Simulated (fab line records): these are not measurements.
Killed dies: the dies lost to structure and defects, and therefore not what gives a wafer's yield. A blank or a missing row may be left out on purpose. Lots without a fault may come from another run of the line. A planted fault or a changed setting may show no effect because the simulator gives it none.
fab line records	flow nand_harc
record lots=15	wafers=45	last_day=25
route steps=1159 shown A_BONDPAD@1089 HYBRID_BOND@1099 THIN_TSV@1129
lots untouched by any fault: they come from a run of this same line in which no faults occurred
start_h: hours from the record's first day to the start of the lot's first wafer shown	wait_h: how many hours have passed since the lot's step before this one	" the same as in the row above	L1.1+2: a row that stands for several wafers	- no value, or no start was given	* or withheld: withheld	< > ~ a bound
route shown NAME@n: a module of which the file shows steps, and the number in the route of the first	usual: mean and standard deviation over wafers with no fault	same: alike in all rows	chamber/n: place in a boat	sites: the reading at each site	_std_site: standard deviation of those values	_edge_site: the outer-site mean with the inner-site mean subtracted	radius_mm: how far each site lies from the wafer's centre	mask NAME#n: copy n	behind: the last tool/chamber to shape the wafer	hold: the reason the lot was held/the length of the hold in hours/how it ended	device: the transistor (n, p or np) that didn't switch	end of line: the same wafers' tests at the end of the route	step lacking rows: just its recipe	killed: count of dies lost to structure and defects at first sort (not the wafer's yield)	map: shows each die of a wafer: x if killed, . if not, _ if none is there
set.NAME: the setting the step ran with; set.NAME@STEP: the setting that earlier step ran with	model.NAME: the simulator's own value behind a step, which no gauge read
steps of the route over a sample of lots; a table a step, a row a wafer
services: from which hour (start_h, from the record's first day; less than 0 if before it) a tool's chamber was out of use, for how many hours, and why
## steps
# step NHARC_A_BONDPAD_THK_MEAS_20
# recipe thk_meas_gauge=xrf
# usual thk_nm=168.8/1.6
lot.wafer	tool	chamber	start_h	wait_h	thk_nm
L180.1	film_metro-01	-	420.86	-	167.1
L180.3	"	-	"	"	168.1
L180.6	"	-	"	"	167.4
L181.2	film_metro-01	-	423.83	-	170.2
L181.3	"	-	"	"	168.1
L181.5	"	-	"	"	171.2
L182.2	film_metro-01	-	426.67	-	169.7
L182.4	"	-	"	"	169.0
L182.6	"	-	"	"	170.1
L185.2	film_metro-02	-	444.91	-	168.9
L185.3	"	-	"	"	166.8
L185.4	"	-	"	"	169.6
L184.2	film_metro-02	-	448.33	-	167.2
L184.4	"	-	"	"	167.9
L184.5	"	-	"	"	169.5
L186.2	film_metro-02	-	449.33	-	168.4
L186.3	"	-	"	"	169.7
L186.5	"	-	"	"	171.3
L188.1	film_metro-02	-	471.70	-	168.3
L188.3	"	-	"	"	168.4
L188.5	"	-	"	"	170.6
L191.1	film_metro-02	-	486.95	-	168.8
L191.2	"	-	"	"	167.0
L191.4	"	-	"	"	168.6
L189.1	film_metro-01	-	490.41	-	170.3
L189.3	"	-	"	"	169.7
L189.6	"	-	"	"	168.1
L196.2	film_metro-02	-	522.77	-	169.4
L196.5	"	-	"	"	167.3
L196.6	"	-	"	"	166.2
L195.1	film_metro-02	-	523.34	-	167.5
L195.3	"	-	"	"	170.6
L195.6	"	-	"	"	169.8
L194.2	film_metro-01	-	525.88	-	167.5
L194.4	"	-	"	"	166.3
L194.5	"	-	"	"	165.7
L200.1	film_metro-02	-	531.88	-	168.5
L200.2	"	-	"	"	171.1
L200.4	"	-	"	"	169.6
L203.2	film_metro-01	-	542.76	-	168.3
L203.4	"	-	"	"	168.5
L203.5	"	-	"	"	169.1
L202.2	film_metro-01	-	546.62	-	170.2
L202.5	"	-	"	"	172.0
L202.6	"	-	"	"	169.5
# step NHARC_HYBRID_BOND_OVL_MEAS_05
# usual overlay_x_nm=6/34	overlay_y_nm=3/32
lot.wafer	tool	chamber	start_h	wait_h	overlay_x_nm	overlay_y_nm
L180.1	overlay-02	-	433.06	0.4	45	46
L180.3	"	-	"	"	42	-38
L180.6	"	-	"	"	-16	-17
L181.2	overlay-01	-	433.07	0.4	16	0
L181.3	"	-	"	"	7	-61
L181.5	"	-	"	"	-21	27
L182.2	overlay-01	-	437.41	0.4	12	-38
L182.4	"	-	"	"	73	13
L182.6	"	-	"	"	-7	7
L185.2	overlay-01	-	455.79	0.4	-66	41
L185.3	"	-	"	"	18	44
L185.4	"	-	"	"	32	-37
L184.2	overlay-02	-	455.79	0.4	-12	-33
L184.4	"	-	"	"	7	3
L184.5	"	-	"	"	-17	-10
L186.2	overlay-02	-	455.80	0.4	62	32
L186.3	"	-	"	"	6	-17
L186.5	"	-	"	"	64	-4
L188.1	overlay-01	-	484.66	0.4	-14	-60
L188.3	"	-	"	"	-54	32
L188.5	"	-	"	"	-34	21
L191.1	overlay-01	-	497.03	0.4	-8	17
L191.2	"	-	"	"	-5	18
L191.4	"	-	"	"	-13	13
L189.1	overlay-02	-	497.03	0.4	58	25
L189.3	"	-	"	"	-9	-1
L189.6	"	-	"	"	-5	12
L195.1	overlay-02	-	531.82	0.4	29	-73
L195.3	"	-	"	"	-11	38
L195.6	"	-	"	"	-13	44
L196.2	overlay-01	-	531.82	0.4	-20	6
L196.5	"	-	"	"	-84	-39
L196.6	"	-	"	"	-51	-8
L194.2	overlay-02	-	536.16	0.4	-7	34
L194.4	"	-	"	"	-25	-26
L194.5	"	-	"	"	-23	0
L200.1	overlay-01	-	541.85	0.4	-39	-46
L200.2	"	-	"	"	44	-13
L200.4	"	-	"	"	1	15
L203.2	overlay-02	-	552.86	0.4	3	4
L203.4	"	-	"	"	-13	-23
L203.5	"	-	"	"	45	-15
L202.2	overlay-01	-	558.73	0.4	60	50
L202.5	"	-	"	"	17	-38
L202.6	"	-	"	"	34	15
# step NHARC_HYBRID_BOND_INSPECT_06
# recipe inspect_instrument=ir_void
# usual raw_defect_count=37/16
lot.wafer	tool	chamber	start_h	wait_h	raw_defect_count
L180.1	defect_inspect-01	-	433.11	0.0	34
L180.3	"	-	"	"	33
L180.6	"	-	"	"	30
L181.2	defect_inspect-02	-	433.14	0.1	23
L181.3	"	-	"	"	22
L181.5	"	-	"	"	23
L182.2	defect_inspect-01	-	437.47	0.1	9
L182.4	"	-	"	"	18
L182.6	"	-	"	"	9
L184.2	defect_inspect-02	-	455.84	0.1	27
L184.4	"	-	"	"	30
L184.5	"	-	"	"	23
L185.2	defect_inspect-01	-	455.84	0.1	37
L185.3	"	-	"	"	36
L185.4	"	-	"	"	31
L186.2	defect_inspect-02	-	455.87	0.1	27
L186.3	"	-	"	"	32
L186.5	"	-	"	"	36
L188.1	defect_inspect-02	-	484.72	0.0	38
L188.3	"	-	"	"	43
L188.5	"	-	"	"	37
L191.1	defect_inspect-02	-	497.08	0.0	39
L191.2	"	-	"	"	39
L191.4	"	-	"	"	49
L189.1	defect_inspect-01	-	497.08	0.0	51
L189.3	"	-	"	"	47
L189.6	"	-	"	"	40
L195.1	defect_inspect-02	-	531.87	0.0	43
L195.3	"	-	"	"	39
L195.6	"	-	"	"	34
L196.2	defect_inspect-01	-	531.89	0.1	44
L196.5	"	-	"	"	41
L196.6	"	-	"	"	43
L194.2	defect_inspect-01	-	536.21	0.1	41
L194.4	"	-	"	"	34
L194.5	"	-	"	"	36
L200.1	defect_inspect-01	-	541.90	0.0	30
L200.2	"	-	"	"	16
L200.4	"	-	"	"	31
L203.2	defect_inspect-01	-	552.92	0.1	17
L203.4	"	-	"	"	25
L203.5	"	-	"	"	15
L202.2	defect_inspect-02	-	558.79	0.1	46
L202.5	"	-	"	"	43
L202.6	"	-	"	"	52
# step NHARC_THIN_TSV_PVD_19
# recipe target_thk_a=200	chamber_pressure_pa=5	material=TaN
# usual chamber_pressure_pa=5.000/0.0091	throttle_valve_pct=29.6/1.4
lot.wafer	tool	chamber	start_h	wait_h	chamber_pressure_pa	throttle_valve_pct
L180.3	pvd_sputter-01	-	440.73	-	4.989	30.6
L180.1	"	-	"	"	4.983	28.0
L180.6	"	-	"	"	4.995	28.1
L181.3	pvd_sputter-01	-	441.37	-	5.003	28.0
L181.2	"	-	"	"	4.998	28.8
L181.5	"	-	"	"	5.000	27.9
L182.2	pvd_sputter-03	-	445.76	-	5.002	30.7
L182.4	"	-	"	"	5.001	29.8
L182.6	"	-	"	"	5.009	30.7
L184.2	pvd_sputter-02	-	462.05	-	4.982	32.0
L184.4	"	-	"	"	5.008	27.9
L184.5	"	-	"	"	5.016	29.8
L185.2	pvd_sputter-01	-	462.78	-	5.001	28.2
L185.4	"	-	"	"	4.985	30.0
L185.3	"	-	"	"	5.003	30.2
L186.3	pvd_sputter-02	-	463.96	-	5.001	29.4
L186.2	"	-	"	"	5.000	29.5
L186.5	"	-	"	"	4.983	27.7
L188.3	pvd_sputter-02	-	491.71	-	4.993	27.5
L188.1	"	-	"	"	5.010	29.7
L188.5	"	-	"	"	5.009	27.7
L191.4	pvd_sputter-01	-	502.62	-	5.012	30.3
L191.1	"	-	"	"	5.008	30.1
L191.2	"	-	"	"	4.990	29.4
L189.3	pvd_sputter-02	-	503.89	-	4.991	32.1
L189.1	"	-	"	"	4.990	27.6
L189.6	"	-	"	"	4.999	32.3
L195.3	pvd_sputter-03	-	539.24	-	-	-
L195.1	"	-	"	"	-	-
L195.6	"	-	"	"	-	-
L196.2	pvd_sputter-02	-	540.55	-	-	-
L196.6	"	-	"	"	-	-
L196.5	"	-	"	"	-	-
L194.4	pvd_sputter-02	-	543.18	-	-	-
L194.2	"	-	"	"	-	-
L194.5	"	-	"	"	-	-
L200.1	pvd_sputter-03	-	549.76	-	5.003	30.4
L200.4	"	-	"	"	5.017	30.0
L200.2	"	-	"	"	4.991	27.1
L203.4	pvd_sputter-02	-	558.74	-	5.001	30.0
L203.2	"	-	"	"	5.005	29.7
L203.5	"	-	"	"	4.994	30.0
L202.2	pvd_sputter-01	-	565.83	-	4.991	30.1
L202.5	"	-	"	"	4.993	30.4
L202.6	"	-	"	"	5.005	27.6
## services
tool	chamber	start_h	hours	kind
pvd_sputter-03	-	458.00	10.0	pm
pvd_sputter-02	-	478.67	1.3	repair
pvd_sputter-01	-	514.00	10.0	pm
pvd_sputter-02	-	551.19	6.5	repair
## key
first_sign step=NHARC_THIN_TSV_PVD_19	reading=tool_record	direction=missing
effect none on later readings
met_at NHARC_THIN_TSV_PVD_19
struck_lots L194,L195,L196
later_rows_left_out L194.2,L194.4,L194.5,L195.1,L195.3,L195.6,L196.2,L196.5,L196.6
sort_left_out L194.2,L194.4,L194.5,L195.1,L195.3,L195.6,L196.2,L196.5,L196.6
not_acting_at NHARC_A_BONDPAD_THK_MEAS_20,NHARC_HYBRID_BOND_OVL_MEAS_05,NHARC_HYBRID_BOND_INSPECT_06
onset_between 503.89 539.24
fault kind=skipped_step_whole	tool=pvd_sputter-02,pvd_sputter-03	chamber=-	onset_h=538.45	steps=NHARC_THIN_TSV_PVD_19	scope=struck_lots_only
# sort_left_out: the simulated sort isn't trusted on such a fault, so these wafers' sort isn't shown, and their yield isn't known
# later_rows_left_out: the simulator's readings of these wafers behind a module that went badly wrong aren't trusted and aren't shown, but for the sort
